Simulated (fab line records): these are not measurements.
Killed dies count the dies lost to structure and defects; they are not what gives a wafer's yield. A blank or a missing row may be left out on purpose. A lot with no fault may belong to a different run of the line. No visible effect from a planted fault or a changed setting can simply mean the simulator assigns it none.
fab line records	flow n5Finfet
record: lots: 7	wafers: 39
route steps=1938 shown BEOL_M15@1809 MIM_BOT_ETCH@1868
startH: start of the lot's first displayed wafer, in hours after the record's first day	waitH: time in hours since the lot's previous step	" unchanged from the row above	L1.1+2: a single row standing in for several wafers	- value missing, or start not given	* or withheld: withheld	< > ~ a bound
route shown NAME@n: NAME is a module with steps in the file, n the number in the route of the first one	usual: mean/standard deviation of fault-free wafers	same: alike in all rows	chamber/n: place in a boat	sites: the reading at each site	_std_site: how widely they spread, as a standard deviation	_edge_site: outer sites' mean less inner sites'	radiusMm: for every site, how far away it sits from the centre of the wafer	mask NAME#n: copy n	behind: the most recent tool/chamber to have shaped the wafer	hold: the reason the lot was held/the length of the hold in hours/how it ended	device: which transistor (n, p or np) failed to switch	end of line: at the end of the route, the tests of the same wafers	a step given without rows: its recipe and nothing more	killed: count of dies lost to structure and defects at first sort (not the wafer's yield)	map: per-die view of a wafer (x killed, . not killed, _ where there is no die)
set.NAME: the run value of the setting; set.NAME@STEP: its run value at that earlier step	model.NAME: the simulator's own value behind a step, which no gauge read
lots with deliberately changed settings; one table per step, one row per wafer
== steps ==
step: N5_BEOL_M15_TRENCH_ETCH_34
recipe: chemistry: C4F8/O2/Ar	target: SiO2	targetDepthA: 8729.3	heInnerTorr: 15	heOuterTorr: 30	timeS: 199	ionEnergyEv: 800	pressureMtorr: 20	sourceW: 1905	biasW: 2040	Ar_flow_sccm: 400	C4F8_flow_sccm: 16	O2_flow_sccm: 12
lot.wafer	tool	chamber	startH	waitH	set.targetDepthA	model.etch.depthNm	model.coat_of_BEOL_M15_COAT_22.thkNm
L074.2	rieDiel-02	1	264.47	0.0	8729.3	893.9	534
L074.3	"	3	"	"	8729.3	867.6	544.6
L074.5	"	0	"	"	8729.3	883.5	537.4
L075.1	rieDiel-02	0	264.71	0.0	8729.3	893	535.4
L075.2	"	2	"	"	8729.3	858.7	543
L075.3	"	3	"	"	8729.3	868.5	544.4
L075.4	"	1	"	"	8729.3	888.6	537
L075.5	"	2	"	"	8729.3	864.7	542.8
L075.6	"	3	"	"	8729.3	877.1	540.4
L077.1	rieDiel-03	1	275.30	0.0	8729.3	887.4	539.2
L077.2	"	0	"	"	8729.3	862.5	545.8
L077.3	"	2	"	"	8729.3	863.2	543.4
L077.4	"	2	"	"	8729.3	867.4	541.2
L077.5	"	0	"	"	8729.3	858.2	545.6
L077.6	"	1	"	"	8729.3	892.9	540
L079.1	rieDiel-02	2	306.81	0.0	3769	371.1	641
L079.2	"	0	"	"	3769	380.4	636.8
L079.3	"	3	"	"	8729.3	869.6	541.4
L079.4	"	3	"	"	8729.3	867.2	543.8
L079.5	"	0	"	"	3769	382.1	639.4
L079.6	"	2	"	"	8729.3	855.5	542.8
L085.1	rieDiel-03	1	345.85	0.0	8729.3	883	543.4
L085.2	"	2	"	"	8729.3	895	535.8
L085.3	"	0	"	"	8729.3	849.4	546.6
L085.4	"	3	"	"	8729.3	861.2	545
L085.5	"	3	"	"	8729.3	863.4	545.4
L085.6	"	2	"	"	8729.3	893.5	536.2
L091.1	rieDiel-02	0	384.22	0.0	12110	1217	474.6
L091.2	"	3	"	"	8729.3	870.5	545
L091.3	"	2	"	"	12110	1192	478.8
L091.4	"	1	"	"	12110	1232	469.4
L091.5	"	1	"	"	8729.3	887.8	537.2
L091.6	"	0	"	"	8729.3	880.8	541.6
L094.1	rieDiel-06	3	396.74	0.0	8729.3	859	545.6
L094.2	"	1	"	"	5976	593.9	599.8
L094.3	"	2	"	"	8729.3	865	545.8
L094.4	"	0	"	"	5976	597.9	597.2
L094.5	"	1	"	"	8729.3	855.9	542.2
L094.6	"	0	"	"	5976	597.3	595.8
step: N5_BEOL_M15_STRIP_36
recipe: chemistry: O2	powerW: 600	tempC: 60	pressureMtorr: 30	rfFrequencyHz: 6e+07	biasPowerW: 0	overashFraction: 0.3	o2FlowSccm: 225
step: N5_BEOL_M15_ECD_47
recipe: material: Cu	targetThkA: 18600
step: N5_BEOL_M15_ANNEAL_48
recipe: tempC: 225	timeS: 90	ambient: N2
step: N5_BEOL_M15_CMP_49
recipe: stopOn: SiO2	tOverpolishS: 4.9	downForcePsi: 2	platenRpm: 80	clearingPlatenDownForcePsi: 2	clearingPlatenRpm: 80	postCmpClean: cuAlkaline	targetThkNm: 850	clearingPlatenPadVelocityMS: 1.5917	padVelocityMS: 1.5917
lot.wafer	tool	chamber	startH	waitH	set.targetDepthA@BEOL_M15_TRENCH_ETCH_34	model.Cu_of_BEOL_M15_ECD_47.thkNm
L074.3	cmp-04	1	268.15	0.2	8729.3	845
L074.2	"	2	"	"	8729.3	872
L074.5	"	0	"	"	8729.3	860.8
L075.1	cmp-01	1	268.17	0.3	8729.3	871.2
L075.4	"	2	"	"	8729.3	866.6
L075.2	"	3	"	"	8729.3	836.2
L075.3	"	0	"	"	8729.3	847
L075.6	"	1	"	"	8729.3	853.8
L075.5	"	2	"	"	8729.3	842.2
L077.4	cmp-04	2	278.13	0.1	8729.3	843.6
L077.1	"	3	"	"	8729.3	862.8
L077.3	"	0	"	"	8729.3	839
L077.2	"	1	"	"	8729.3	838.2
L077.6	"	2	"	"	8729.3	869.4
L077.5	"	3	"	"	8729.3	835.2
L079.1	cmp-01	0	309.41	0.3	3769	348.6
L079.4	"	1	"	"	8729.3	844.2
L079.2	"	2	"	"	3769	355.8
L079.3	"	3	"	"	8729.3	845.2
L079.5	"	0	"	"	3769	359.2
L079.6	"	1	"	"	8729.3	832.6
L085.3	cmp-04	3	348.57	0.2	8729.3	828.2
L085.2	"	0	"	"	8729.3	873.2
L085.1	"	1	"	"	8729.3	860
L085.4	"	2	"	"	8729.3	839.4
L085.6	"	3	"	"	8729.3	872
L085.5	"	0	"	"	8729.3	841.8
L091.3	cmp-01	2	393.08	0.2	12110	1168
L091.4	"	3	"	"	12110	1208
L091.1	"	0	"	"	12110	1194
L091.2	"	1	"	"	8729.3	846
L091.6	"	2	"	"	8729.3	856.8
L091.5	"	3	"	"	8729.3	864.8
L094.1	cmp-03	2	399.81	0.4	8729.3	834.8
L094.4	"	3	"	"	5976	575
L094.3	"	0	"	"	8729.3	842.8
L094.2	"	1	"	"	5976	572
L094.6	"	2	"	"	5976	573.6
L094.5	"	3	"	"	8729.3	833.4
step: N5_BEOL_M15_THK_MEAS_50
recipe: thkMeasGauge: xrf	reads: Cu_of_BEOL_M15_ECD_47
usual: M15_THK: 855/15
lot.wafer	tool	chamber	startH	waitH	set.targetDepthA@BEOL_M15_TRENCH_ETCH_34	M15_THK[nm]
L074.2	filmMetro-02	-	268.41	-	8729.3	869
L074.3	"	-	"	"	8729.3	842
L074.5	"	-	"	"	8729.3	855
L075.1	filmMetro-01	-	268.46	-	8729.3	871
L075.2	"	-	"	"	8729.3	834
L075.3	"	-	"	"	8729.3	843
L075.4	"	-	"	"	8729.3	863
L075.5	"	-	"	"	8729.3	839
L075.6	"	-	"	"	8729.3	851
L077.1	filmMetro-02	-	278.43	-	8729.3	872
L077.2	"	-	"	"	8729.3	845
L077.3	"	-	"	"	8729.3	847
L077.4	"	-	"	"	8729.3	847
L077.5	"	-	"	"	8729.3	838
L077.6	"	-	"	"	8729.3	874
L079.1	filmMetro-02	-	309.70	-	3769	350
L079.2	"	-	"	"	3769	357
L079.3	"	-	"	"	8729.3	849
L079.4	"	-	"	"	8729.3	847
L079.5	"	-	"	"	3769	358
L079.6	"	-	"	"	8729.3	837
L085.1	filmMetro-01	-	348.87	-	8729.3	863
L085.2	"	-	"	"	8729.3	880
L085.3	"	-	"	"	8729.3	830
L085.4	"	-	"	"	8729.3	841
L085.5	"	-	"	"	8729.3	846
L085.6	"	-	"	"	8729.3	877
L091.1	filmMetro-02	-	393.38	-	12110	1188
L091.2	"	-	"	"	8729.3	846
L091.3	"	-	"	"	12110	1162
L091.4	"	-	"	"	12110	1199
L091.5	"	-	"	"	8729.3	862
L091.6	"	-	"	"	8729.3	855
L094.1	filmMetro-01	-	400.10	-	8729.3	839
L094.2	"	-	"	"	5976	575
L094.3	"	-	"	"	8729.3	844
L094.4	"	-	"	"	5976	575
L094.5	"	-	"	"	8729.3	834
L094.6	"	-	"	"	5976	575
step: N5_BEOL_M15_PRE_CLEAN_52
recipe: gas: NH3	timeS: 15	tempC: withheld	rfPowerW: 300
step: N5_BEOL_M15_DEP_53
recipe: material: SiCN	targetThkA: 500	tempC: withheld	precursor: 3MS/NH3	pressureTorr: 3	rfW: 675	timeS: 17.8
step: N5_BEOL_M15_RS_MEAS_54
recipe: thkMeasGauge: four-point-probe	reads: Cu_of_BEOL_M15_ECD_47+Ta_of_BEOL_M15_SPUTTER_44+TaN_of_BEOL_M15_SPUTTER_43
usual: M15_RS: 0.0215/0.00032
lot.wafer	tool	chamber	startH	waitH	set.targetDepthA@BEOL_M15_TRENCH_ETCH_34	M15_RS[ohm/sq]
L074.2	filmMetro-01	-	268.54	0.1	8729.3	0.0210
L074.3	"	-	"	"	8729.3	0.0216
L074.5	"	-	"	"	8729.3	0.0213
L075.1	filmMetro-01	-	268.59	0.0	8729.3	0.0210
L075.2	"	-	"	"	8729.3	0.0219
L075.3	"	-	"	"	8729.3	0.0216
L075.4	"	-	"	"	8729.3	0.0212
L075.5	"	-	"	"	8729.3	0.0217
L075.6	"	-	"	"	8729.3	0.0215
L077.1	filmMetro-02	-	278.56	0.0	8729.3	0.0212
L077.2	"	-	"	"	8729.3	0.0219
L077.3	"	-	"	"	8729.3	0.0219
L077.4	"	-	"	"	8729.3	0.0218
L077.5	"	-	"	"	8729.3	0.0219
L077.6	"	-	"	"	8729.3	0.0211
L079.1	filmMetro-01	-	309.85	0.1	3769	0.0538
L079.2	"	-	"	"	3769	0.0526
L079.3	"	-	"	"	8729.3	0.0216
L079.4	"	-	"	"	8729.3	0.0217
L079.5	"	-	"	"	3769	0.0521
L079.6	"	-	"	"	8729.3	0.0220
L085.1	filmMetro-01	-	349.00	0.0	8729.3	0.0213
L085.2	"	-	"	"	8729.3	0.0209
L085.3	"	-	"	"	8729.3	0.0220
L085.4	"	-	"	"	8729.3	0.0218
L085.5	"	-	"	"	8729.3	0.0218
L085.6	"	-	"	"	8729.3	0.0210
L091.1	filmMetro-01	-	393.51	0.0	12110	0.0153
L091.2	"	-	"	"	8729.3	0.0217
L091.3	"	-	"	"	12110	0.0156
L091.4	"	-	"	"	12110	0.0151
L091.5	"	-	"	"	8729.3	0.0212
L091.6	"	-	"	"	8729.3	0.0214
L094.1	filmMetro-01	-	400.23	0.0	8729.3	0.0219
L094.2	"	-	"	"	5976	0.0322
L094.3	"	-	"	"	8729.3	0.0217
L094.4	"	-	"	"	5976	0.0320
L094.5	"	-	"	"	8729.3	0.0220
L094.6	"	-	"	"	5976	0.0321
step: N5_MIM_BOT_ETCH_ETCH_00
recipe: chemistry: Cl2/BCl3	target: TiN	targetDepthA: 455	ionEnergyEv: 150	pressureMtorr: 10	icpW: 1000	biasW: 126	Cl2_flow_sccm: 53.25	bcl3FlowSccm: 21.75	Ar_flow_sccm: 25
lot.wafer	tool	chamber	startH	waitH	set.targetDepthA	model.etch.depthNm	model.MIM_BOT_ETCH.cdOffsetNm
L074.2	rieMetal-01	0	274.03	0.1	455	46.11	0.2
L074.3	"	1	"	"	455	47.17	-0.2
L074.5	"	1	"	"	455	47.17	-0.4
L075.1	rieMetal-03	1	274.31	0.1	455	46.14	-0.2
L075.2	"	0	"	"	619.5	62.92	-1
L075.3	"	0	"	"	455	46.05	-0.4
L075.4	"	1	"	"	619.5	62.51	-0.8
L075.5	"	0	"	"	619.5	62.57	-1.2
L075.6	"	1	"	"	455	45.72	-0.2
L077.1	rieMetal-03	1	283.51	0.1	455	46.27	0
L077.2	"	0	"	"	455	46.33	-0.2
L077.3	"	1	"	"	455	46.14	0.4
L077.4	"	0	"	"	455	46.45	-0.4
L077.5	"	0	"	"	455	46.14	-0.4
L077.6	"	1	"	"	455	46.13	0
L079.1	rieMetal-03	1	313.43	0.1	455	46.28	-0.4
L079.2	"	0	"	"	232.1	23.62	0.6
L079.3	"	0	"	"	232.1	23.59	0.6
L079.4	"	1	"	"	455	46.23	0
L079.5	"	0	"	"	455	46.24	-0.4
L079.6	"	1	"	"	232.1	23.52	1
L085.1	rieMetal-01	0	352.78	0.1	204.3	20.5	1
L085.2	"	1	"	"	455	46.41	0
L085.3	"	0	"	"	455	45.71	0.2
L085.4	"	1	"	"	204.3	21.01	1.4
L085.5	"	1	"	"	455	46.71	-0.2
L085.6	"	0	"	"	204.3	20.47	1
L091.1	rieMetal-01	1	398.43	0.1	455	46.87	0
L091.2	"	1	"	"	455	46.92	0
L091.3+5	"	1	"	"	455	47.07	-0.2
L091.4	"	1	"	"	455	46.82	-0.2
L091.6	"	1	"	"	455	46.63	-0.2
L094.1	rieMetal-01	1	405.20	0.1	541.3	56.27	-0.8
L094.2	"	1	"	"	455	46.95	-0.2
L094.3	"	1	"	"	541.3	56.23	-0.4
L094.4	"	1	"	"	541.3	55.37	-0.6
L094.5	"	1	"	"	455	46.79	0.2
L094.6	"	1	"	"	455	47.17	0.2
== key ==
split: step: N5_BEOL_M15_TRENCH_ETCH_34	setting: targetDepthA	stated: 8729.3	by: wafer
response: step: N5_BEOL_M15_TRENCH_ETCH_34	reading: model.etch.depthNm	change: +8.54	per: 1%	r: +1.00
response: step: N5_BEOL_M15_TRENCH_ETCH_34	reading: model.coat_of_BEOL_M15_COAT_22.thkNm	change: -1.7	per: 1%	r: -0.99
response: step: N5_BEOL_M15_CMP_49	reading: model.Cu_of_BEOL_M15_ECD_47.thkNm	change: +8.54	per: 1%	r: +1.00
response: step: N5_BEOL_M15_THK_MEAS_50	reading: M15_THK	change: +8.54	per: 1%	r: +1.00
response: step: N5_BEOL_M15_RS_MEAS_54	reading: M15_RS	change: -0.000406	per: 1%	r: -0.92
split: step: N5_MIM_BOT_ETCH_ETCH_00	setting: targetDepthA	stated: 455	by: wafer
response: step: N5_MIM_BOT_ETCH_ETCH_00	reading: model.etch.depthNm	change: +0.464	per: 1%	r: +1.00
response: step: N5_MIM_BOT_ETCH_ETCH_00	reading: model.MIM_BOT_ETCH.cdOffsetNm	change: -0.0212	per: 1%	r: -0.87
